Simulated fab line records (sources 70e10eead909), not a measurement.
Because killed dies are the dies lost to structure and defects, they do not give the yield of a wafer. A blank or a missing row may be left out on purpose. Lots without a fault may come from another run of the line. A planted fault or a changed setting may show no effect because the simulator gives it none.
Which tool did it? || flow nand_harc || Sampling: 13 lots, 37 wafers, 5 of 1302 route steps

== WHAT THE GAUGES READ, wafer by wafer ==
NHARC_A_CHANNEL_HOLE_D1_INSPECT_40. Usual: raw_defect_count reads 75 (standard deviation 32).
{"lot": "L912", "measured": "day 8 14:14", "on": "defect_inspect-01", "raw_defect_count": "99 97 107", "flag": ""}
{"lot": "L913", "measured": "day 9 00:47", "on": "defect_inspect-02", "raw_defect_count": "117 95 95", "flag": ""}
{"lot": "L914", "measured": "day 9 11:22", "on": "defect_inspect-02", "raw_defect_count": "75 94 96", "flag": ""}
{"lot": "L916", "measured": "day 10 10:04", "on": "defect_inspect-01", "raw_defect_count": "97 113 130", "flag": ""}
{"lot": "L918", "measured": "day 11 03:34", "on": "defect_inspect-02", "raw_defect_count": 76, "flag": ""}
{"lot": "L925", "measured": "day 14 19:11", "on": "defect_inspect-01", "raw_defect_count": "91 103 110", "flag": ""}
{"lot": "L927", "measured": "day 15 03:17", "on": "defect_inspect-02", "raw_defect_count": "48 53 86", "flag": ""}
{"lot": "L928", "measured": "day 15 16:12", "on": "defect_inspect-02", "raw_defect_count": "35 44 38", "flag": ""}
{"lot": "L929", "measured": "day 15 19:16", "on": "defect_inspect-01", "raw_defect_count": "97 74 113", "flag": ""}
{"lot": "L930", "measured": "day 16 05:29", "on": "defect_inspect-02", "raw_defect_count": "113 89 98", "flag": ""}
{"lot": "L931", "measured": "day 16 16:14", "on": "defect_inspect-02", "raw_defect_count": "161 136 128", "flag": ""}
{"lot": "L932", "measured": "day 17 05:03", "on": "defect_inspect-02", "raw_defect_count": "59 62 44", "flag": ""}
{"lot": "L933", "measured": "day 17 16:46", "on": "defect_inspect-02", "raw_defect_count": "47 45 41", "flag": ""}

NHARC_END_SORT_01. Usual: killed_at_array 63, standard deviation 17; killed_at_other 0.8, standard deviation 1.1; killed_at_periphery 3.5, standard deviation 3; killed_dies 67, standard deviation 17; killed_open 3.1, standard deviation 1.6; killed_short 2.6, standard deviation 1.4.
{"lot": "L912", "measured": "day 25 04:38", "on": "prober-02", "killed_at_array": "70 75 72", "killed_at_other": "0 1 0", "killed_at_periphery": "5 3 2", "killed_dies": "75 79 74", "killed_open": "3 4 7", "killed_short": "1 6 4", "flag": ""}
{"lot": "L916", "measured": "day 25 17:34", "on": "prober-02", "killed_at_array": "106 163 90", "killed_at_other": "1 0 0", "killed_at_periphery": "1 3 3", "killed_dies": "108 166 93", "killed_open": "3 5 4", "killed_short": "2 3 3", "flag": "OFF"}
{"lot": "L918", "measured": "day 28 10:26", "on": "prober-02", "killed_at_array": 121, "killed_at_other": 0, "killed_at_periphery": 2, "killed_dies": 123, "killed_open": 3, "killed_short": 1, "flag": "OFF"}
{"lot": "L925", "measured": "day 30 10:48", "on": "prober-01", "killed_at_array": "80 73 77", "killed_at_other": "3 1 0", "killed_at_periphery": "6 6 7", "killed_dies": "89 80 84", "killed_open": "2 2 2", "killed_short": "4 2 3", "flag": ""}
{"lot": "L927", "measured": "day 30 20:20", "on": "prober-02", "killed_at_array": "61 51 51", "killed_at_other": "2 2 1", "killed_at_periphery": "2 7 3", "killed_dies": "65 60 55", "killed_open": "5 1 2", "killed_short": "2 3 3", "flag": ""}
{"lot": "L928", "measured": "day 31 14:28", "on": "prober-02", "killed_at_array": "57 69 76", "killed_at_other": "0 0 0", "killed_at_periphery": "6 1 4", "killed_dies": "63 70 80", "killed_open": "3 5 1", "killed_short": "2 3 4", "flag": ""}
{"lot": "L929", "measured": "day 31 12:52", "on": "prober-01", "killed_at_array": "46 52 65", "killed_at_other": "0 1 2", "killed_at_periphery": "7 2 1", "killed_dies": "53 55 68", "killed_open": "2 3 3", "killed_short": "4 3 6", "flag": ""}
{"lot": "L930", "measured": "day 32 14:59", "on": "prober-01", "killed_at_array": "61 54 57", "killed_at_other": "0 0 0", "killed_at_periphery": "2 2 1", "killed_dies": "63 56 58", "killed_open": "6 4 2", "killed_short": "3 2 4", "flag": ""}
{"lot": "L931", "measured": "day 32 08:44", "on": "prober-01", "killed_at_array": "81 98 102", "killed_at_other": "1 1 0", "killed_at_periphery": "1 0 1", "killed_dies": "83 99 103", "killed_open": "3 5 5", "killed_short": "4 1 2", "flag": ""}
{"lot": "L932", "measured": "day 33 03:55", "on": "prober-02", "killed_at_array": "61 72 59", "killed_at_other": "1 0 0", "killed_at_periphery": "4 2 5", "killed_dies": "66 74 64", "killed_open": "6 1 2", "killed_short": "4 5 3", "flag": ""}
{"lot": "L933", "measured": "day 33 11:40", "on": "prober-01", "killed_at_array": "61 68", "killed_at_other": "0 0", "killed_at_periphery": "2 6", "killed_dies": "63 74", "killed_open": "0 5", "killed_short": "2 3", "flag": ""}

== WHICH TOOL RAN EACH LOT (tool, then ch and the chambers of the sampled wafers, then the start) ==
{"lot": "L912", "NHARC_A_CHANNEL_FILL_D1_ALD_03": "ald_sin_batch-03 ch 0, day 10 12:52 or earlier", "NHARC_A_CHANNEL_FILL_D1_ETCHBACK_08": "rie_diel-10 ch 0,2,3, day 10 12:52 or earlier", "NHARC_A_CHANNEL_FILL_D1_STRIP_29": "rie_diel-10 ch 0,2, day 10 12:52"}
{"lot": "L913", "NHARC_A_CHANNEL_FILL_D1_ALD_03": "ald_sin_batch-03 ch 0, day 10 21:14 or earlier", "NHARC_A_CHANNEL_FILL_D1_ETCHBACK_08": "rie_diel-09 ch 0,1, day 10 21:14 or earlier", "NHARC_A_CHANNEL_FILL_D1_STRIP_29": "rie_diel-09 ch 2,3, day 10 21:14"}
{"lot": "L914", "NHARC_A_CHANNEL_FILL_D1_ALD_03": "ald_sin_batch-02 ch 0, day 11 09:59 or earlier", "NHARC_A_CHANNEL_FILL_D1_ETCHBACK_08": "rie_diel-13 ch 0,3, day 11 09:59 or earlier", "NHARC_A_CHANNEL_FILL_D1_STRIP_29": "rie_diel-13 ch 0,1,2, day 11 09:59"}
{"lot": "L916", "NHARC_A_CHANNEL_FILL_D1_ALD_03": "ald_sin_batch-02 ch 0, day 12 05:54 or earlier", "NHARC_A_CHANNEL_FILL_D1_ETCHBACK_08": "rie_diel-13 ch 2,3, day 12 05:54 or earlier", "NHARC_A_CHANNEL_FILL_D1_STRIP_29": "rie_diel-13 ch 1,2, day 12 05:54"}
{"lot": "L918", "NHARC_A_CHANNEL_FILL_D1_ALD_03": "ald_sin_batch-03 ch 0, day 12 22:41 or earlier", "NHARC_A_CHANNEL_FILL_D1_ETCHBACK_08": "rie_diel-13 ch 0, day 12 22:41 or earlier", "NHARC_A_CHANNEL_FILL_D1_STRIP_29": "rie_diel-13 ch 2, day 12 22:41"}
{"lot": "L925", "NHARC_A_CHANNEL_FILL_D1_ALD_03": "ald_sin_batch-01 ch 0, day 16 12:53 or earlier", "NHARC_A_CHANNEL_FILL_D1_ETCHBACK_08": "rie_diel-13 ch 0,3, day 16 12:53 or earlier", "NHARC_A_CHANNEL_FILL_D1_STRIP_29": "rie_diel-13 ch 2,3, day 16 12:53"}
{"lot": "L927", "NHARC_A_CHANNEL_FILL_D1_ALD_03": "ald_sin_batch-03 ch 0, day 16 23:35 or earlier", "NHARC_A_CHANNEL_FILL_D1_ETCHBACK_08": "rie_diel-09 ch 0,3, day 16 23:35 or earlier", "NHARC_A_CHANNEL_FILL_D1_STRIP_29": "rie_diel-09 ch 0,3, day 16 23:35"}
{"lot": "L928", "NHARC_A_CHANNEL_FILL_D1_ALD_03": "ald_sin_batch-03 ch 0, day 17 10:31 or earlier", "NHARC_A_CHANNEL_FILL_D1_ETCHBACK_08": "rie_diel-10 ch 1,2,3, day 17 10:31 or earlier", "NHARC_A_CHANNEL_FILL_D1_STRIP_29": "rie_diel-10 ch 1,2,3, day 17 10:31"}
{"lot": "L929", "NHARC_A_CHANNEL_FILL_D1_ALD_03": "ald_sin_batch-03 ch 0, day 17 12:29 or earlier", "NHARC_A_CHANNEL_FILL_D1_ETCHBACK_08": "rie_diel-09 ch 1,2,3, day 17 12:29 or earlier", "NHARC_A_CHANNEL_FILL_D1_STRIP_29": "rie_diel-09 ch 1,2, day 17 12:29"}
{"lot": "L930", "NHARC_A_CHANNEL_FILL_D1_ALD_03": "ald_sin_batch-01 ch 0, day 18 01:29 or earlier", "NHARC_A_CHANNEL_FILL_D1_ETCHBACK_08": "rie_diel-09 ch 1,2,3, day 18 01:29 or earlier", "NHARC_A_CHANNEL_FILL_D1_STRIP_29": "rie_diel-09 ch 1,2,3, day 18 01:29"}
{"lot": "L931", "NHARC_A_CHANNEL_FILL_D1_ALD_03": "ald_sin_batch-03 ch 0, day 18 14:14 or earlier", "NHARC_A_CHANNEL_FILL_D1_ETCHBACK_08": "rie_diel-09 ch 0,1, day 18 14:14 or earlier", "NHARC_A_CHANNEL_FILL_D1_STRIP_29": "rie_diel-09 ch 1,3, day 18 14:14"}
{"lot": "L932", "NHARC_A_CHANNEL_FILL_D1_ALD_03": "ald_sin_batch-03 ch 0, day 19 05:38 or earlier", "NHARC_A_CHANNEL_FILL_D1_ETCHBACK_08": "rie_diel-09 ch 0,2,3, day 19 05:38 or earlier", "NHARC_A_CHANNEL_FILL_D1_STRIP_29": "rie_diel-09 ch 1,2, day 19 05:38"}
{"lot": "L933", "NHARC_A_CHANNEL_FILL_D1_ALD_03": "ald_sin_batch-03 ch 0, day 19 15:04 or earlier", "NHARC_A_CHANNEL_FILL_D1_ETCHBACK_08": "rie_diel-13 ch 0,1,2, day 19 15:04 or earlier", "NHARC_A_CHANNEL_FILL_D1_STRIP_29": "rie_diel-13 ch 0,2, day 19 15:04"}
- NHARC_A_CHANNEL_FILL_D1_ALD_03: deposits SiNx, target thk 6 nm, pulse time 60 s, ald cycles 58.
- NHARC_A_CHANNEL_FILL_D1_ETCHBACK_08: etches the open film in C4F8, target depth 220 nm, time 110 s.
- NHARC_A_CHANNEL_FILL_D1_STRIP_29: strips in O2, time 20 s.

== WHAT THE TOOLS THEMSELVES READ (means of the sampled wafers that have a number; where no wafer has one, the mark that the record gives instead) ==
NHARC_A_CHANNEL_FILL_D1_ALD_03. Usual: chamber_pressure_Torr 2.001 Torr, standard deviation 0.0045; precursor_pulse_height_rel 0.997, standard deviation 0.017.
{"lot": "L912", "tool": "ald_sin_batch-03", "chamber_pressure_Torr (Torr)": 1.997, "precursor_pulse_height_rel": 0.985, "flag": ""}
{"lot": "L913", "tool": "ald_sin_batch-03", "chamber_pressure_Torr (Torr)": 2.005, "precursor_pulse_height_rel": 1.011, "flag": ""}
{"lot": "L914", "tool": "ald_sin_batch-02", "chamber_pressure_Torr (Torr)": 1.997, "precursor_pulse_height_rel": 0.992, "flag": ""}
{"lot": "L916", "tool": "ald_sin_batch-02", "chamber_pressure_Torr (Torr)": 2.003, "precursor_pulse_height_rel": 0.990, "flag": ""}
{"lot": "L918", "tool": "ald_sin_batch-03", "chamber_pressure_Torr (Torr)": 2.002, "precursor_pulse_height_rel": 0.985, "flag": ""}
{"lot": "L925", "tool": "ald_sin_batch-01", "chamber_pressure_Torr (Torr)": 1.998, "precursor_pulse_height_rel": 0.988, "flag": ""}
{"lot": "L927", "tool": "ald_sin_batch-03", "chamber_pressure_Torr (Torr)": 2.002, "precursor_pulse_height_rel": 1.002, "flag": ""}
{"lot": "L928", "tool": "ald_sin_batch-03", "chamber_pressure_Torr (Torr)": 1.997, "precursor_pulse_height_rel": 0.999, "flag": ""}
{"lot": "L929", "tool": "ald_sin_batch-03", "chamber_pressure_Torr (Torr)": 1.998, "precursor_pulse_height_rel": 1.014, "flag": ""}
{"lot": "L930", "tool": "ald_sin_batch-01", "chamber_pressure_Torr (Torr)": 2.000, "precursor_pulse_height_rel": 0.992, "flag": ""}
{"lot": "L931", "tool": "ald_sin_batch-03", "chamber_pressure_Torr (Torr)": 2.002, "precursor_pulse_height_rel": 0.997, "flag": ""}
{"lot": "L932", "tool": "ald_sin_batch-03", "chamber_pressure_Torr (Torr)": 1.999, "precursor_pulse_height_rel": 0.989, "flag": ""}
{"lot": "L933", "tool": "ald_sin_batch-03", "chamber_pressure_Torr (Torr)": 2.008, "precursor_pulse_height_rel": 0.997, "flag": ""}

NHARC_A_CHANNEL_FILL_D1_ETCHBACK_08. Usual: oes_product_au 0.96 a.u., standard deviation 0.037; rf_vpp_V 442 V, standard deviation 3.3.
{"lot": "L912", "tool": "rie_diel-10", "oes_product_au (a.u.)": 0.92, "rf_vpp_V (V)": 439, "flag": ""}
{"lot": "L913", "tool": "rie_diel-09", "oes_product_au (a.u.)": 0.95, "rf_vpp_V (V)": 440, "flag": ""}
{"lot": "L914", "tool": "rie_diel-13", "oes_product_au (a.u.)": 0.92, "rf_vpp_V (V)": 442, "flag": ""}
{"lot": "L916", "tool": "rie_diel-13", "oes_product_au (a.u.)": 0.93, "rf_vpp_V (V)": 439, "flag": ""}
{"lot": "L918", "tool": "rie_diel-13", "oes_product_au (a.u.)": 1.00, "rf_vpp_V (V)": 440, "flag": ""}
{"lot": "L925", "tool": "rie_diel-13", "oes_product_au (a.u.)": 0.93, "rf_vpp_V (V)": 442, "flag": ""}
{"lot": "L927", "tool": "rie_diel-09", "oes_product_au (a.u.)": 0.97, "rf_vpp_V (V)": 443, "flag": ""}
{"lot": "L928", "tool": "rie_diel-10", "oes_product_au (a.u.)": 0.93, "rf_vpp_V (V)": 441, "flag": ""}
{"lot": "L929", "tool": "rie_diel-09", "oes_product_au (a.u.)": 1.00, "rf_vpp_V (V)": 444, "flag": ""}
{"lot": "L930", "tool": "rie_diel-09", "oes_product_au (a.u.)": 1.00, "rf_vpp_V (V)": 444, "flag": ""}
{"lot": "L931", "tool": "rie_diel-09", "oes_product_au (a.u.)": 1.00, "rf_vpp_V (V)": 441, "flag": ""}
{"lot": "L932", "tool": "rie_diel-09", "oes_product_au (a.u.)": 1.00, "rf_vpp_V (V)": 443, "flag": ""}
{"lot": "L933", "tool": "rie_diel-13", "oes_product_au (a.u.)": 0.93, "rf_vpp_V (V)": 439, "flag": ""}

NHARC_A_CHANNEL_FILL_D1_STRIP_29. Usual: drypump_motor_current_A 5.9 A, standard deviation 0.4; oes_product_au 1.002 a.u., standard deviation 0.0098; rf_vpp_V 57.8 V, standard deviation 0.98; showerhead_plenum_p_Torr 3.58 Torr, standard deviation 0.17; throttle_valve_pct 17.036 %, standard deviation 0.008.
{"lot": "L912", "tool": "rie_diel-10", "drypump_motor_current_A (A)": 5.5, "oes_product_au (a.u.)": 0.997, "rf_vpp_V (V)": 57.3, "showerhead_plenum_p_Torr (Torr)": 3.45, "throttle_valve_pct (%)": 17.031, "flag": ""}
{"lot": "L913", "tool": "rie_diel-09", "drypump_motor_current_A (A)": 6.0, "oes_product_au (a.u.)": 1.007, "rf_vpp_V (V)": 58.9, "showerhead_plenum_p_Torr (Torr)": 3.78, "throttle_valve_pct (%)": 17.038, "flag": ""}
{"lot": "L914", "tool": "rie_diel-13", "drypump_motor_current_A (A)": 5.8, "oes_product_au (a.u.)": 1.014, "rf_vpp_V (V)": 58.0, "showerhead_plenum_p_Torr (Torr)": 3.44, "throttle_valve_pct (%)": 17.030, "flag": ""}
{"lot": "L916", "tool": "rie_diel-13", "drypump_motor_current_A (A)": 6.1, "oes_product_au (a.u.)": 0.995, "rf_vpp_V (V)": 58.7, "showerhead_plenum_p_Torr (Torr)": 3.49, "throttle_valve_pct (%)": 17.041, "flag": ""}
{"lot": "L918", "tool": "rie_diel-13", "drypump_motor_current_A (A)": 5.5, "oes_product_au (a.u.)": 1.006, "rf_vpp_V (V)": 56.3, "showerhead_plenum_p_Torr (Torr)": 3.29, "throttle_valve_pct (%)": 17.033, "flag": ""}
{"lot": "L925", "tool": "rie_diel-13", "drypump_motor_current_A (A)": 6.0, "oes_product_au (a.u.)": 0.992, "rf_vpp_V (V)": 58.9, "showerhead_plenum_p_Torr (Torr)": 3.58, "throttle_valve_pct (%)": 17.032, "flag": ""}
{"lot": "L927", "tool": "rie_diel-09", "drypump_motor_current_A (A)": 6.0, "oes_product_au (a.u.)": 1.008, "rf_vpp_V (V)": 58.2, "showerhead_plenum_p_Torr (Torr)": 3.67, "throttle_valve_pct (%)": 17.030, "flag": ""}
{"lot": "L928", "tool": "rie_diel-10", "drypump_motor_current_A (A)": 5.4, "oes_product_au (a.u.)": 1.005, "rf_vpp_V (V)": 58.4, "showerhead_plenum_p_Torr (Torr)": 3.55, "throttle_valve_pct (%)": 17.036, "flag": ""}
{"lot": "L929", "tool": "rie_diel-09", "drypump_motor_current_A (A)": 6.1, "oes_product_au (a.u.)": 1.010, "rf_vpp_V (V)": 58.4, "showerhead_plenum_p_Torr (Torr)": 3.70, "throttle_valve_pct (%)": 17.036, "flag": ""}
{"lot": "L930", "tool": "rie_diel-09", "drypump_motor_current_A (A)": 6.1, "oes_product_au (a.u.)": 1.008, "rf_vpp_V (V)": 58.0, "showerhead_plenum_p_Torr (Torr)": 3.70, "throttle_valve_pct (%)": 17.038, "flag": ""}
{"lot": "L931", "tool": "rie_diel-09", "drypump_motor_current_A (A)": 6.2, "oes_product_au (a.u.)": 1.004, "rf_vpp_V (V)": 57.1, "showerhead_plenum_p_Torr (Torr)": 3.64, "throttle_valve_pct (%)": 17.028, "flag": ""}
{"lot": "L932", "tool": "rie_diel-09", "drypump_motor_current_A (A)": 6.2, "oes_product_au (a.u.)": 0.998, "rf_vpp_V (V)": 58.2, "showerhead_plenum_p_Torr (Torr)": 3.63, "throttle_valve_pct (%)": 17.043, "flag": ""}
{"lot": "L933", "tool": "rie_diel-13", "drypump_motor_current_A (A)": 5.4, "oes_product_au (a.u.)": 1.012, "rf_vpp_V (V)": 56.7, "showerhead_plenum_p_Torr (Torr)": 3.38, "throttle_valve_pct (%)": 17.039, "flag": ""}

== THE ANSWER, worked out from the rows above alone ==
Rule: take the mean of a lot's wafers that have a number; if it is more than 3 standard deviations from the usual mean, the lot is off. Also off: a lot with no number at a reading for which 4 or more lots have one. Where the step has rows for the other lots, those lots are counted as sound. Order of review: gauges by route order, followed by the tools' own readings, for which a lot's mean as printed above is used. At the first step where some lot is off, the reading lying furthest off is the one used; lots without a number count as furthest.
Off: L916, L918 (NHARC_END_SORT_01, killed_at_array). Neither off nor sound, because the step has no rows for them: L913, L914.
A tool fits if, at a process step before that reading, it ran every lot that is off, and no sound lot after the first of them. Gauges at NHARC_END_SORT_01: tried the same way as those tools. With no start given for some of its lots, NHARC_A_CHANNEL_FILL_D1_ALD_03 uses the hours and lot order of NHARC_A_CHANNEL_FILL_D1_STRIP_29. With no start given for some of its lots, NHARC_A_CHANNEL_FILL_D1_ETCHBACK_08 uses the hours and lot order of NHARC_A_CHANNEL_FILL_D1_STRIP_29. None of those tried fits.

== WHAT WAS PUT IN BY THE SIMULATOR ==
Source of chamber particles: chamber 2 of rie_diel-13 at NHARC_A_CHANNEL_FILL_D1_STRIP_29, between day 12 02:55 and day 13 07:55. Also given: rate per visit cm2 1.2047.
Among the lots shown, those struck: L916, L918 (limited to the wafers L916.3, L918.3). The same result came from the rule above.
